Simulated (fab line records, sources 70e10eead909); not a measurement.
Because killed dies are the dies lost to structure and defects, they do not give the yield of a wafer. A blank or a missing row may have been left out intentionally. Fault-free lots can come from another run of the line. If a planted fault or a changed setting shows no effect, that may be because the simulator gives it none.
fab line records + flow nand_harc + part 2 of 2: steps 26 to 33 of 33
[record]
- lots = 5
- wafers = 15
- last_day = 33
route steps=1302 shown A_ONON_D1@432 A_CHANNEL_HOLE_D1@450
lots untouched by any fault: they come from a run of this same line in which no faults occurred
start_h: hours from the record's first day to the start of the lot's first wafer shown + wait_h: time in hours since the lot's previous step + " identical to the entry in the row above + L1.1+2: a row that stands for several wafers + - no value, or no start given + * or withheld: withheld + < > ~ a bound
route shown NAME@n: names a module that has steps shown in the file, with the first one's number in the route + usual: the fault-free wafers' mean and standard deviation + same: alike in all rows + chamber/n: place in a boat + sites: the reading at each site + _std_site: standard deviation across them + _edge_site: inner sites' mean taken away from outer sites' mean + radius_mm: for every site, how far away it sits from the centre of the wafer + mask NAME#n: copy n + behind: tool/chamber where the wafer was last shaped + hold: the reason the lot was held/the length of the hold in hours/how it ended + device: names the non-switching transistor (n, p or np) + end of line: the same wafers' tests at the end of the route + a step with no rows: only its recipe + killed: count of dies lost to structure and defects at first sort (not the wafer's yield) + map: per-die view of a wafer (x killed, . not killed, _ where there is no die)
set.NAME: the setting the step ran with; set.NAME@STEP: the setting that earlier step ran with + model.NAME: the simulator's own value behind a step, which no gauge read
lots at some steps of the route; a table a step, a row a wafer
services: the hour from which a tool's chamber was out of use, counted from the record's first day as start_h (under 0 if before that day), plus the number of hours and why
[[steps]]
[step NHARC_A_CHANNEL_HOLE_D1_EXPOSE_07]
[recipe]
- na = 1.35
- target_cd_nm = 100
- sigma_outer = 0.3
- dose_mj = 59.65
- mask_id = HOLE_D1
[same]
- na = 1.35
| lot.wafer  | tool            | chamber | start_h | wait_h | mask      |
|------------|-----------------|---------|---------|--------|-----------|
| L079.2+3+5 | arfi_scanner-02 | 0       | 231.04  | -      | HOLE_D1#0 |
| L083.1+2+6 | arfi_scanner-03 | 0       | 268.78  | -      | HOLE_D1#0 |
| L086.3+4+6 | arfi_scanner-02 | 0       | 293.15  | -      | HOLE_D1#0 |
| L092.2+3+4 | arfi_scanner-03 | 0       | 363.19  | -      | HOLE_D1#0 |
| L097.2+4+5 | arfi_scanner-03 | 0       | 408.56  | -      | HOLE_D1#0 |
[step NHARC_A_CHANNEL_HOLE_D1_PEB_08]
[recipe]
- peb_temp_c = 100
- peb_time_s = 65
[usual]
- chill_plate_temp_C = 23.01/0.1
- exhaust_pa = 45.2/1
| lot.wafer | tool           | chamber | start_h | wait_h | chill_plate_temp_C | exhaust_pa |
|-----------|----------------|---------|---------|--------|--------------------|------------|
| L079.2    | litho_track-04 | 0       | 231.10  | 0.1    | 23.03              | 43.6       |
| L079.3    | "              | 0       | "       | "      | 22.97              | 46.0       |
| L079.5    | "              | 0       | "       | "      | 23.04              | 44.5       |
| L083.1    | litho_track-01 | 0       | 268.84  | 0.1    | 22.87              | 44.4       |
| L083.2    | "              | 0       | "       | "      | 22.94              | 43.5       |
| L083.6    | "              | 0       | "       | "      | 22.96              | 45.3       |
| L086.3    | litho_track-01 | 0       | 293.21  | 0.1    | 22.97              | 44.6       |
| L086.4    | "              | 0       | "       | "      | 22.99              | 45.0       |
| L086.6    | "              | 0       | "       | "      | 22.85              | 43.8       |
| L092.2    | litho_track-01 | 0       | 363.25  | 0.1    | 22.99              | 44.9       |
| L092.3    | "              | 0       | "       | "      | 23.16              | 44.8       |
| L092.4    | "              | 0       | "       | "      | 22.89              | 43.5       |
| L097.2    | litho_track-06 | 0       | 408.61  | 0.1    | 22.94              | 45.8       |
| L097.4    | "              | 0       | "       | "      | 23.10              | 45.8       |
| L097.5    | "              | 0       | "       | "      | 23.11              | 46.1       |
[step NHARC_A_CHANNEL_HOLE_D1_DEVELOP_09]
[recipe]
- develop_time_s = 35
- dev_temp_c = 23
[usual]
- chill_plate_temp_C = 23.00/0.097
- exhaust_pa = 44.8/1
| lot.wafer | tool           | chamber | start_h | wait_h | chill_plate_temp_C | exhaust_pa |
|-----------|----------------|---------|---------|--------|--------------------|------------|
| L079.2    | litho_track-04 | 0       | -       | -      | 23.13              | 43.7       |
| L079.3    | "              | 0       | "       | "      | 22.92              | 43.7       |
| L079.5    | "              | 0       | "       | "      | 22.82              | 43.7       |
| L083.1    | litho_track-01 | 0       | -       | -      | 22.88              | 44.0       |
| L083.2    | "              | 0       | "       | "      | 22.87              | 44.4       |
| L083.6    | "              | 0       | "       | "      | 23.02              | 45.0       |
| L086.3    | litho_track-01 | 0       | -       | -      | 23.02              | 45.3       |
| L086.4    | "              | 0       | "       | "      | 23.08              | 45.4       |
| L086.6    | "              | 0       | "       | "      | 23.09              | 45.1       |
| L092.2    | litho_track-01 | 0       | -       | -      | 22.99              | 45.6       |
| L092.3    | "              | 0       | "       | "      | 22.80              | 45.7       |
| L092.4    | "              | 0       | "       | "      | 22.92              | 44.5       |
| L097.2    | litho_track-06 | 0       | -       | -      | 22.84              | 44.0       |
| L097.4    | "              | 0       | "       | "      | 22.96              | 44.2       |
| L097.5    | "              | 0       | "       | "      | 22.88              | 43.1       |
[step NHARC_A_CHANNEL_HOLE_D1_CD_MEAS_10]
[recipe]
- target_cd_nm = 100
- landing_energy_ev = 500
[usual]
- cd_nm = 99.8/0.53
| lot.wafer | tool      | chamber | start_h | wait_h | cd_nm |
|-----------|-----------|---------|---------|--------|-------|
| L079.2    | cd_sem-03 | 0       | 231.18  | -      | 98.9  |
| L079.3    | "         | 0       | "       | "      | 99.3  |
| L079.5    | "         | 0       | "       | "      | 99.8  |
| L083.1    | cd_sem-02 | 0       | 268.92  | -      | 100.2 |
| L083.2    | "         | 0       | "       | "      | 99.8  |
| L083.6    | "         | 0       | "       | "      | 99.5  |
| L086.3    | cd_sem-01 | 0       | 293.30  | -      | 100.4 |
| L086.4    | "         | 0       | "       | "      | 99.9  |
| L086.6    | "         | 0       | "       | "      | 100.2 |
| L092.2    | cd_sem-01 | 0       | 363.33  | -      | 100.3 |
| L092.3    | "         | 0       | "       | "      | 100.4 |
| L092.4    | "         | 0       | "       | "      | 100.1 |
| L097.2    | cd_sem-03 | 0       | 408.69  | -      | 100.2 |
| L097.4    | "         | 0       | "       | "      | 99.8  |
| L097.5    | "         | 0       | "       | "      | 99.7  |
[step NHARC_A_CHANNEL_HOLE_D1_OVL_MEAS_11]
[usual]
- overlay_x_nm = 0.0/0.71
- overlay_y_nm = 0.0/0.92
| lot.wafer | tool       | chamber | start_h | wait_h | overlay_x_nm | overlay_y_nm |
|-----------|------------|---------|---------|--------|--------------|--------------|
| L079.2    | overlay-02 | -       | 231.27  | -      | -0.6         | 0.6          |
| L079.3    | "          | -       | "       | "      | -0.7         | 0.9          |
| L079.5    | "          | -       | "       | "      | -0.1         | 0.8          |
| L083.1    | overlay-01 | -       | 269.03  | -      | -0.2         | -0.6         |
| L083.2    | "          | -       | "       | "      | 0.3          | -0.8         |
| L083.6    | "          | -       | "       | "      | 0.0          | -0.6         |
| L086.3    | overlay-01 | -       | 293.38  | -      | 0.3          | -0.1         |
| L086.4    | "          | -       | "       | "      | 0.7          | -0.2         |
| L086.6    | "          | -       | "       | "      | 0.8          | 0.5          |
| L092.2    | overlay-02 | -       | 363.41  | -      | 0.4          | 0.5          |
| L092.3    | "          | -       | "       | "      | 0.4          | 0.4          |
| L092.4    | "          | -       | "       | "      | 0.7          | 1.1          |
| L097.2    | overlay-02 | -       | 408.78  | -      | -1.9         | 1.3          |
| L097.4    | "          | -       | "       | "      | -1.3         | 1.3          |
| L097.5    | "          | -       | "       | "      | -0.7         | 2.1          |
[step NHARC_A_CHANNEL_HOLE_D1_INSPECT_12]
[usual]
- raw_defect_count = 5/2.6
| lot.wafer | tool              | chamber | start_h | wait_h | raw_defect_count |
|-----------|-------------------|---------|---------|--------|------------------|
| L079.2    | defect_inspect-02 | -       | 231.31  | 0.0    | 9                |
| L079.3    | "                 | -       | "       | "      | 5                |
| L079.5    | "                 | -       | "       | "      | 5                |
| L083.1    | defect_inspect-02 | -       | 269.06  | 0.0    | 7                |
| L083.2    | "                 | -       | "       | "      | 5                |
| L083.6    | "                 | -       | "       | "      | 7                |
| L086.3    | defect_inspect-02 | -       | 293.42  | 0.0    | 12               |
| L086.4    | "                 | -       | "       | "      | 8                |
| L086.6    | "                 | -       | "       | "      | 7                |
| L092.2    | defect_inspect-02 | -       | 363.45  | 0.0    | 5                |
| L092.3    | "                 | -       | "       | "      | 9                |
| L092.4    | "                 | -       | "       | "      | 7                |
| L097.2    | defect_inspect-02 | -       | 408.82  | 0.0    | 2                |
| L097.4    | "                 | -       | "       | "      | 6                |
| L097.5    | "                 | -       | "       | "      | 4                |
[step NHARC_A_CHANNEL_HOLE_D1_DESCUM_15]
[recipe]
- time_s = 3
- o2_flow_sccm = 200
- ar_flow_sccm = 0
- bias_power_w = 0
- chemistry = O2
[usual]
- drypump_motor_current_A = 5.9/0.49
- mfc_ar_sccm = 0.019/0.013
- oes_product_au = 1.000/0.0083
- rf_vpp_V = 57.6/0.83
- showerhead_plenum_p_Torr = 1.89/0.073
- throttle_valve_pct = 11.311/0.0098
| lot.wafer | tool        | chamber | start_h | wait_h | drypump_motor_current_A | mfc_ar_sccm | oes_product_au | rf_hours_counter_h | rf_vpp_V | showerhead_plenum_p_Torr | throttle_valve_pct |
|-----------|-------------|---------|---------|--------|-------------------------|-------------|----------------|--------------------|----------|--------------------------|--------------------|
| L079.3    | rie_diel-08 | 2       | 231.41  | 0.1    | 5.9                     | 0           | 1.002          | 11                 | 56.9     | 1.91                     | 11.314             |
| L079.2    | "           | 3       | "       | "      | 6.1                     | 0.022       | 0.991          | 10                 | 56.3     | 1.82                     | 11.304             |
| L079.5    | "           | 1       | "       | "      | 4.8                     | 0.026       | 0.997          | -                  | 56.6     | 1.90                     | 11.310             |
| L083.2    | rie_diel-04 | 1       | 269.14  | 0.1    | 5.8                     | 0           | 1.002          | 32                 | 57.4     | 1.91                     | 11.307             |
| L083.1    | "           | 2       | "       | "      | 6.6                     | 0.031       | 1.010          | 27                 | 56.9     | 1.83                     | 11.307             |
| L083.6    | "           | 3       | "       | "      | 5.6                     | 0.007       | 0.987          | -                  | 57.5     | 1.82                     | 11.303             |
| L086.4    | rie_diel-04 | 3       | 293.49  | 0.1    | 5.6                     | 0.007       | 0.988          | 37                 | 56.6     | 1.82                     | 11.330             |
| L086.3    | "           | 1       | "       | "      | 5.9                     | 0           | 0.991          | 41                 | 58.5     | 1.91                     | 11.325             |
| L086.6    | "           | 3       | "       | "      | 5.6                     | 0.007       | 0.987          | -                  | 58.9     | 1.82                     | 11.322             |
| L092.3    | rie_diel-05 | 3       | 363.51  | 0.1    | 6.3                     | 0.023       | 0.999          | 9                  | 58.4     | 1.77                     | 11.320             |
| L092.2    | "           | 1       | "       | "      | 6.3                     | 0.004       | 1.003          | 10                 | 57.6     | 1.93                     | 11.300             |
| L092.4    | "           | 2       | "       | "      | 5.7                     | 0.028       | 1.006          | 9                  | 57.3     | 2.00                     | 11.305             |
| L097.2    | rie_diel-08 | 3       | 408.88  | 0.1    | 6.2                     | 0.022       | 1.005          | 6                  | 57.5     | 1.80                     | 11.324             |
| L097.4    | "           | 2       | "       | "      | 5.9                     | 0           | 1.006          | 8                  | 57.6     | 1.89                     | 11.322             |
| L097.5    | "           | 0       | "       | "      | 5.3                     | 0           | 0.998          | -                  | 57.3     | 1.91                     | 11.290             |
[step NHARC_A_CHANNEL_HOLE_D1_ETCH_38]
[recipe]
- target_depth_a = 390
- over_etch_frac = 0.3
- time_s = 65
- ion_energy_ev = 80
- cf4_flow_sccm = 150
- ar_flow_sccm = 0
- rf_w = 300
- bias_w = 100
- chemistry = CF4
[usual]
- drypump_motor_current_A = 5.9/0.49
- mfc_ar_sccm = 0.018/0.013
- oes_product_au = 0.999/0.0075
- rf_vpp_V = 151.1/1.1
- showerhead_plenum_p_Torr = 1.75/0.06
- throttle_valve_pct = 13.283/0.0096
| lot.wafer | tool        | chamber | start_h | wait_h | drypump_motor_current_A | mfc_ar_sccm | oes_product_au | rf_hours_counter_h | rf_vpp_V | showerhead_plenum_p_Torr | throttle_valve_pct |
|-----------|-------------|---------|---------|--------|-------------------------|-------------|----------------|--------------------|----------|--------------------------|--------------------|
| L079.2    | rie_diel-08 | 1       | 231.49  | 0.1    | 4.8                     | 0.026       | 0.998          | 11                 | 150.5    | 1.76                     | 13.281             |
| L079.3    | "           | 2       | "       | "      | 6.0                     | 0           | 1.003          | 11                 | 151.2    | 1.77                     | 13.283             |
| L079.5    | "           | 0       | "       | "      | 5.3                     | 0           | 0.993          | -                  | 151.7    | 1.78                     | 13.286             |
| L083.2    | rie_diel-04 | 1       | 269.22  | 0.1    | 5.9                     | 0           | 1.002          | 32                 | 152.7    | 1.76                     | 13.291             |
| L083.1    | "           | 3       | "       | "      | 5.6                     | 0.007       | 1.000          | 28                 | 150.2    | 1.69                     | 13.287             |
| L083.6    | "           | 0       | "       | "      | 6.4                     | 0.025       | 1.016          | -                  | 153.0    | 1.79                     | 13.291             |
| L086.4    | rie_diel-04 | 1       | 293.57  | 0.1    | 5.8                     | 0           | 1.015          | 41                 | 150.6    | 1.76                     | 13.294             |
| L086.3    | "           | 3       | "       | "      | 5.6                     | 0.007       | 1.000          | 37                 | 148.8    | 1.69                     | 13.282             |
| L086.6    | "           | 0       | "       | "      | 6.5                     | 0.025       | 1.014          | -                  | 151.9    | 1.78                     | 13.279             |
| L092.2    | rie_diel-05 | 2       | 363.71  | 0.2    | 5.8                     | 0.028       | 1.002          | 9                  | 151.8    | 1.84                     | 13.275             |
| L092.4    | "           | 0       | "       | "      | 5.3                     | 0.036       | 1.007          | 10                 | 152.0    | 1.82                     | 13.294             |
| L092.3    | "           | 1       | "       | "      | 6.3                     | 0.004       | 1.005          | 10                 | 150.8    | 1.78                     | 13.287             |
| L097.4    | rie_diel-08 | 1       | 408.97  | 0.1    | 4.8                     | 0.026       | 0.995          | 11                 | 150.9    | 1.74                     | 13.286             |
| L097.2    | "           | 2       | "       | "      | 5.9                     | 0           | 0.992          | 8                  | 152.9    | 1.75                     | 13.275             |
| L097.5    | "           | 3       | "       | "      | 6.1                     | 0.022       | 1.007          | -                  | 149.4    | 1.67                     | 13.282             |
[[services]]
| tool            | chamber | start_h | hours | kind   |
|-----------------|---------|---------|-------|--------|
| rie_diel-08     | -       | 191.24  | 9.0   | pm     |
| arfi_scanner-03 | -       | 196.00  | 4.0   | pm     |
| arfi_scanner-03 | -       | 208.47  | 0.2   | repair |
| pecvd_onon-03   | -       | 214.17  | 0.1   | repair |
| pecvd_onon-03   | -       | 227.19  | 13.0  | pm     |
| acl_dep-02      | -       | 241.71  | 13.0  | pm     |
| acl_dep-02      | -       | 261.35  | 3.1   | repair |
| pecvd-01        | -       | 264.88  | 0.4   | repair |
| pecvd_onon-01   | -       | 269.35  | 13.0  | pm     |
| rie_diel-08     | 1       | 278.01  | 5.6   | repair |
| pecvd-01        | -       | 290.31  | 1.3   | repair |
| rie_diel-08     | 2       | 292.08  | 1.3   | repair |
| rie_diel-04     | -       | 299.80  | 0.9   | repair |
| pecvd_onon-04   | -       | 311.00  | 13.0  | pm     |
| pecvd-01        | -       | 311.18  | 13.0  | pm     |
| arfi_scanner-03 | -       | 312.85  | 3.0   | repair |
| litho_track-01  | -       | 330.00  | 7.0   | pm     |
| litho_track-06  | -       | 354.00  | 7.0   | pm     |
| rie_diel-04     | -       | 354.90  | 9.0   | pm     |
| arfi_scanner-03 | -       | 365.15  | 0.4   | repair |
| arfi_scanner-03 | -       | 368.00  | 4.0   | pm     |
| rie_diel-08     | -       | 368.68  | 9.0   | pm     |
| arfi_scanner-03 | -       | 401.91  | 0.5   | repair |
| pecvd_onon-03   | -       | 408.19  | 13.0  | pm     |
